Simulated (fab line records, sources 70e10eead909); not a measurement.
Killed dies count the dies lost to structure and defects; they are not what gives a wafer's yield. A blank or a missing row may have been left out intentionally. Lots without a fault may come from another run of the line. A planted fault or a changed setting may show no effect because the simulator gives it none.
Which tool is to blame? | flow nand harc | 24 lots with 72 wafers sampled at 6 steps, on a route of 1302 steps

WHAT THE GAUGES SHOWED, per wafer
NHARC_P_M2_INSPECT_11.
lot  | measured     | on                | raw defect count
L074 | day 6 17:38  | defect inspect-02 | 0 4 3
L075 | day 6 17:55  | defect inspect-01 | 6 4 5
L076 | day 7 06:01  | defect inspect-02 | 3 5 0
L077 | day 7 09:26  | defect inspect-01 | 5 7 2
L078 | day 7 22:42  | defect inspect-02 | 1 1 3
L079 | day 8 17:33  | defect inspect-02 | 5 4 5
L080 | day 8 19:04  | defect inspect-01 | 4 8 4
L081 | day 9 06:40  | defect inspect-01 | 2 6 3
L082 | day 9 17:21  | defect inspect-01 | 5 5 2
L083 | day 10 03:53 | defect inspect-02 | 1 4 2
L084 | day 10 12:32 | defect inspect-01 | 5 1 5
L085 | day 11 03:08 | defect inspect-01 | 0 4 4
L086 | day 11 05:53 | defect inspect-02 | 6 4 6
L087 | day 11 20:41 | defect inspect-02 | 7 9 12
L088 | day 12 10:05 | defect inspect-02 | 5 9 6
L089 | day 12 16:11 | defect inspect-01 | 12 8 4
L090 | day 13 05:31 | defect inspect-01 | 6 7 5
L091 | day 13 18:07 | defect inspect-02 | 2 2 7
L092 | day 13 22:29 | defect inspect-02 | 7 7 5
L093 | day 14 05:22 | defect inspect-02 | 5 2 6
L094 | day 15 01:37 | defect inspect-02 | 6 8 6
L095 | day 15 06:12 | defect inspect-02 | 5 4 1
L096 | day 15 16:38 | defect inspect-02 | 1 2 6
L097 | day 16 05:50 | defect inspect-02 | 3 4 4

NHARC_P_M2_INSPECT_27.
lot  | measured     | on                | raw defect count
L074 | day 6 20:17  | defect inspect-01 | 262 139 385
L075 | day 6 20:35  | defect inspect-02 | 550 491 434
L076 | day 7 08:49  | defect inspect-02 | 502 474 208
L077 | day 7 12:27  | defect inspect-01 | 506 231 332
L078 | day 8 01:20  | defect inspect-02 | 266 513 303
L079 | day 8 20:12  | defect inspect-01 | 161 502 423
L080 | day 8 21:46  | defect inspect-02 | 320 310 293
L081 | day 9 09:45  | defect inspect-02 | 241 295 229
L082 | day 9 20:18  | defect inspect-02 | 290 160 249
L083 | day 10 06:32 | defect inspect-02 | 308 346 239
L084 | day 10 15:10 | defect inspect-02 | 377 319 314
L085 | day 11 05:49 | defect inspect-01 | 523 434 574
L086 | day 11 08:33 | defect inspect-02 | 970 595 550
L087 | day 11 23:50 | defect inspect-02 | 346 290 288
L088 | day 12 12:51 | defect inspect-01 | 187 237 359
L089 | day 12 18:58 | defect inspect-01 | 398 402 493
L090 | day 13 08:10 | defect inspect-01 | 308 454 248
L091 | day 13 20:44 | defect inspect-02 | 270 314 338
L092 | day 14 01:10 | defect inspect-02 | 261 337 186
L093 | day 14 08:03 | defect inspect-02 | 434 297 505
L094 | day 15 04:17 | defect inspect-02 | 259 360 276
L095 | day 15 09:08 | defect inspect-02 | 352 263 479
L096 | day 15 19:18 | defect inspect-01 | 400 266 224
L097 | day 16 08:28 | defect inspect-02 | 114 161 213

NHARC_P_BONDPAD_CD_MEAS_13.
lot  | measured     | on        | cd nm (nm)
L074 | day 6 22:45  | cd sem-02 | 498.9 501.1 499.8
L075 | day 6 22:57  | cd sem-01 | 497.9 499.8 499.7
L076 | day 7 11:08  | cd sem-02 | 499.8 502.6 501.8
L077 | day 7 14:44  | cd sem-02 | 501.4 500.4 504.2
L078 | day 8 03:39  | cd sem-03 | 499.2 500.0 498.7
L079 | day 8 22:31  | cd sem-03 | 500.7 498.6 501.5
L080 | day 8 23:59  | cd sem-01 | 497.7 500.3 498.2
L081 | day 9 12:04  | cd sem-03 | 501.8 497.0 499.6
L082 | day 9 22:39  | cd sem-01 | 502.1 503.2 501.6
L083 | day 10 08:51 | cd sem-03 | 504.0 498.8 499.1
L084 | day 10 17:28 | cd sem-02 | 499.0 496.6 498.7
L085 | day 11 08:00 | cd sem-01 | 501.3 498.8 499.8
L086 | day 11 10:44 | cd sem-02 | 498.6 499.4 497.6
L087 | day 12 01:59 | cd sem-02 | 500.0 501.7 503.7
L088 | day 12 15:10 | cd sem-03 | 498.5 500.6 498.6
L089 | day 12 21:16 | cd sem-02 | 496.4 496.0 499.4
L090 | day 13 10:21 | cd sem-02 | 497.1 498.3 499.6
L091 | day 13 23:11 | cd sem-01 | 500.9 502.9 499.5
L092 | day 14 03:28 | cd sem-02 | 500.5 498.7 498.4
L093 | day 14 10:20 | cd sem-02 | 501.6 500.4 500.7
L094 | day 15 06:40 | cd sem-01 | 498.4 502.0 503.3
L095 | day 15 11:20 | cd sem-01 | 497.5 496.9 498.2
L096 | day 15 21:29 | cd sem-02 | 499.8 500.3 501.1
L097 | day 16 10:47 | cd sem-02 | 493.7 495.5 500.1

EACH LOT AND THE TOOL THAT RAN IT (in order: tool; ch and the chambers of the sampled wafers; start)
lot  | NHARC_P_M1_STRIP_18                | NHARC_P_M1_ANNEAL_31             | NHARC_P_M1_PRE_CLEAN_32
L074 | rie diel-04 ch 1,2,3, day 6 14:01  | rtp anneal-02 ch 0, day 6 15:23  | pecvd-03 ch 0,2, day 6 16:14
L075 | rie diel-07 ch 0,1,3, day 6 14:08  | rtp anneal-01 ch 0, day 6 15:38  | pecvd-04 ch 0,1,2, day 6 16:25
L076 | rie diel-06 ch 0,2,3, day 7 02:20  | rtp anneal-01 ch 0, day 7 03:47  | pecvd-03 ch 0,1,2, day 7 04:34
L077 | rie diel-07 ch 0,1,3, day 7 05:45  | rtp anneal-02 ch 0, day 7 07:09  | pecvd-03 ch 0,2, day 7 07:59
L078 | rie diel-07 ch 0,1,3, day 7 19:06  | rtp anneal-02 ch 0, day 7 20:29  | pecvd-04 ch 1,2, day 7 21:23
L079 | rie diel-07 ch 2,3, day 8 13:50    | rtp anneal-02 ch 0, day 8 15:16  | pecvd-04 ch 0,1, day 8 16:08
L080 | rie diel-07 ch 1,2,3, day 8 15:22  | rtp anneal-02 ch 0, day 8 16:49  | pecvd-01 ch 0,1,2, day 8 17:37
L081 | rie diel-04 ch 0,2,3, day 9 02:58  | rtp anneal-01 ch 0, day 9 04:23  | pecvd-01 ch 1,2, day 9 05:13
L082 | rie diel-04 ch 1,3, day 9 13:41    | rtp anneal-01 ch 0, day 9 15:08  | pecvd-01 ch 0,2, day 9 16:03
L083 | rie diel-04 ch 0,1, day 10 00:19   | rtp anneal-01 ch 0, day 10 01:41 | pecvd-03 ch 1,2, day 10 02:34
L084 | rie diel-04 ch 0,3, day 10 08:53   | rtp anneal-02 ch 0, day 10 10:14 | pecvd-04 ch 0,2, day 10 11:07
L085 | rie diel-07 ch 0,2,3, day 10 23:29 | rtp anneal-02 ch 0, day 11 00:51 | pecvd-03 ch 0,1, day 11 01:41
L086 | rie diel-06 ch 1,2,3, day 11 02:05 | rtp anneal-02 ch 0, day 11 03:28 | pecvd-03 ch 0,1,2, day 11 04:26
L087 | rie diel-07 ch 0,2,3, day 11 17:05 | rtp anneal-02 ch 0, day 11 18:31 | pecvd-01 ch 0,1, day 11 19:20
L088 | rie diel-07 ch 0,1,3, day 12 06:31 | rtp anneal-02 ch 0, day 12 07:53 | pecvd-03 ch 0,2, day 12 08:47
L089 | rie diel-07 ch 1,2, day 12 12:30   | rtp anneal-01 ch 0, day 12 14:01 | pecvd-03 ch 0,1,2, day 12 14:47
L090 | rie diel-07 ch 0,1,3, day 13 01:53 | rtp anneal-01 ch 0, day 13 03:16 | pecvd-03 ch 0,1,2, day 13 04:09
L091 | rie diel-04 ch 2,3, day 13 14:23   | rtp anneal-02 ch 0, day 13 15:46 | pecvd-03 ch 0,1,2, day 13 16:39
L092 | rie diel-07 ch 0,1,3, day 13 18:56 | rtp anneal-02 ch 0, day 13 20:18 | pecvd-03 ch 0,1,2, day 13 21:11
L093 | rie diel-07 ch 0,1,3, day 14 01:41 | rtp anneal-01 ch 0, day 14 03:05 | pecvd-04 ch 0,1,2, day 14 03:55
L094 | rie diel-04 ch 0,2,3, day 14 22:05 | rtp anneal-01 ch 0, day 14 23:34 | pecvd-04 ch 0,1,2, day 15 00:20
L095 | rie diel-07 ch 0,3, day 15 02:37   | rtp anneal-01 ch 0, day 15 04:03 | pecvd-04 ch 0,1,2, day 15 04:53
L096 | rie diel-06 ch 0,1,3, day 15 13:04 | rtp anneal-01 ch 0, day 15 14:30 | pecvd-03 ch 0,1, day 15 15:18
L097 | rie diel-07 ch 0,1,2, day 16 02:15 | rtp anneal-02 ch 0, day 16 03:44 | pecvd-01 ch 0,2, day 16 04:32
- NHARC_P_M1_STRIP_18: strips in N2/H2.
- NHARC_P_M1_ANNEAL_31: time 90 s.
- NHARC_P_M1_PRE_CLEAN_32: time 12 s.

WHAT THE TOOLS THEMSELVES READ (means of the sampled wafers that have a number; where no wafer has one, the mark that the record gives instead)
NHARC_P_M1_STRIP_18.
lot  | tool        | drypump motor current A (A) | mfc ar sccm (sccm) | oes product au (a.u.) | rf vpp V (V) | showerhead plenum p Torr (Torr) | throttle valve pct (%)
L074 | rie diel-04 | 5.8                         | 0.000              | 0.997                 | 90.1         | 2.03                            | 14.170
L075 | rie diel-07 | 5.8                         | 0.005              | 1.012                 | 90.8         | 2.02                            | 14.170
L076 | rie diel-06 | 5.8                         | 0.011              | 1.002                 | 90.7         | 2.11                            | 14.180
L077 | rie diel-07 | 5.8                         | 0.005              | 1.012                 | 90.2         | 2.02                            | 14.179
L078 | rie diel-07 | 5.8                         | 0.005              | 1.018                 | 90.5         | 2.02                            | 14.171
L079 | rie diel-07 | 6.2                         | 0.000              | 1.005                 | 89.9         | 1.99                            | 14.173
L080 | rie diel-07 | 6.1                         | 0.004              | 1.009                 | 90.2         | 1.96                            | 14.170
L081 | rie diel-04 | 5.9                         | 0.000              | 0.996                 | 91.6         | 1.99                            | 14.169
L082 | rie diel-04 | 5.9                         | 0.000              | 0.997                 | 90.4         | 2.00                            | 14.171
L083 | rie diel-04 | 5.8                         | 0.000              | 0.994                 | 89.4         | 1.95                            | 14.162
L084 | rie diel-04 | 6.1                         | 0.000              | 1.003                 | 90.6         | 1.92                            | 14.185
L085 | rie diel-07 | 5.9                         | 0.001              | 1.007                 | 90.7         | 2.04                            | 14.175
L086 | rie diel-06 | 5.9                         | 0.011              | 1.001                 | 90.5         | 2.11                            | 14.168
L087 | rie diel-07 | 5.9                         | 0.001              | 1.009                 | 91.6         | 2.04                            | 14.171
L088 | rie diel-07 | 5.8                         | 0.005              | 1.014                 | 91.0         | 2.01                            | 14.168
L089 | rie diel-07 | 6.4                         | 0.004              | 1.006                 | 90.3         | 2.00                            | 14.173
L090 | rie diel-07 | 5.8                         | 0.005              | 1.013                 | 90.4         | 2.01                            | 14.177
L091 | rie diel-04 | 6.0                         | 0.000              | 0.996                 | 90.3         | 1.99                            | 14.180
L092 | rie diel-07 | 5.8                         | 0.005              | 1.010                 | 90.4         | 2.01                            | 14.175
L093 | rie diel-07 | 5.7                         | 0.005              | 1.010                 | 90.6         | 2.01                            | 14.165
L094 | rie diel-04 | 5.9                         | 0.000              | 0.983                 | 90.4         | 1.99                            | 14.174
L095 | rie diel-07 | 5.5                         | 0.001              | 1.002                 | 90.4         | 2.00                            | 14.172
L096 | rie diel-06 | 6.1                         | 0.011              | 1.001                 | 90.7         | 2.05                            | 14.172
L097 | rie diel-07 | 6.1                         | 0.005              | 1.005                 | 90.9         | 2.05                            | 14.171

NHARC_P_M1_ANNEAL_31.
lot  | tool          | wafer_temp_C_max
L074 | rtp anneal-02 | 225.6
L075 | rtp anneal-01 | 226.1
L076 | rtp anneal-01 | 226.2
L077 | rtp anneal-02 | 225.5
L078 | rtp anneal-02 | 225.5
L079 | rtp anneal-02 | 225.4
L080 | rtp anneal-02 | 225.4
L081 | rtp anneal-01 | 226.4
L082 | rtp anneal-01 | 226.2
L083 | rtp anneal-01 | 226.0
L084 | rtp anneal-02 | 225.6
L085 | rtp anneal-02 | 225.4
L086 | rtp anneal-02 | 225.2
L087 | rtp anneal-02 | 225.3
L088 | rtp anneal-02 | 225.5
L089 | rtp anneal-01 | 226.0
L090 | rtp anneal-01 | 226.0
L091 | rtp anneal-02 | 225.4
L092 | rtp anneal-02 | 225.8
L093 | rtp anneal-01 | 226.2
L094 | rtp anneal-01 | 226.0
L095 | rtp anneal-01 | 226.5
L096 | rtp anneal-01 | 226.1
L097 | rtp anneal-02 | 225.5

NHARC_P_M1_PRE_CLEAN_32.
lot  | tool     | heater power w (W) | susceptor temp C (C)
L074 | pecvd-03 | 625                | 370.30
L075 | pecvd-04 | 539                | 369.99
L076 | pecvd-03 | 616                | 369.79
L077 | pecvd-03 | 552                | 370.15
L078 | pecvd-04 | 627                | 370.06
L079 | pecvd-04 | 540                | 369.79
L080 | pecvd-01 | 566                | 370.05
L081 | pecvd-01 | 556                | 369.83
L082 | pecvd-01 | 565                | 369.94
L083 | pecvd-03 | 671                | 369.94
L084 | pecvd-04 | 536                | 370.05
L085 | pecvd-03 | 721                | 369.85
L086 | pecvd-03 | 638                | 369.77
L087 | pecvd-01 | 575                | 370.11
L088 | pecvd-03 | 666                | 370.13
L089 | pecvd-03 | 626                | 370.00
L090 | pecvd-03 | 637                | 369.90
L091 | pecvd-03 | 636                | 370.07
L092 | pecvd-03 | 642                | 369.89
L093 | pecvd-04 | 544                | 370.01
L094 | pecvd-04 | 533                | 369.71
L095 | pecvd-04 | 569                | 369.83
L096 | pecvd-03 | 669                | 369.94
L097 | pecvd-01 | 594                | 370.25

THE ANSWER, worked out from the rows above alone
Rule: usual is defined by the lots themselves. The widest of any qualifying gaps counts: lots, ordered by their means at a reading, are off when they make up no more than a third of the lots, leave a main group of 4 or more, and stand apart from it by 3 or more times the standard deviation of that group's means. A main group is skipped when, at the precision printed for the reading in the tables above, its means are all equal. A lot without any number at a reading at which 4 lots or more have one is off too. The other lots that the step has rows for count as sound. Order of review: gauges by route order, followed by the tools' own readings, for which a lot's mean as printed above is used. At the first step where some lot is off, the reading lying furthest off is the one used; lots without a number count as furthest.
Nothing can be told from this: no lot is off at any reading shown.

WHAT THE SIMULATOR HAD INSERTED
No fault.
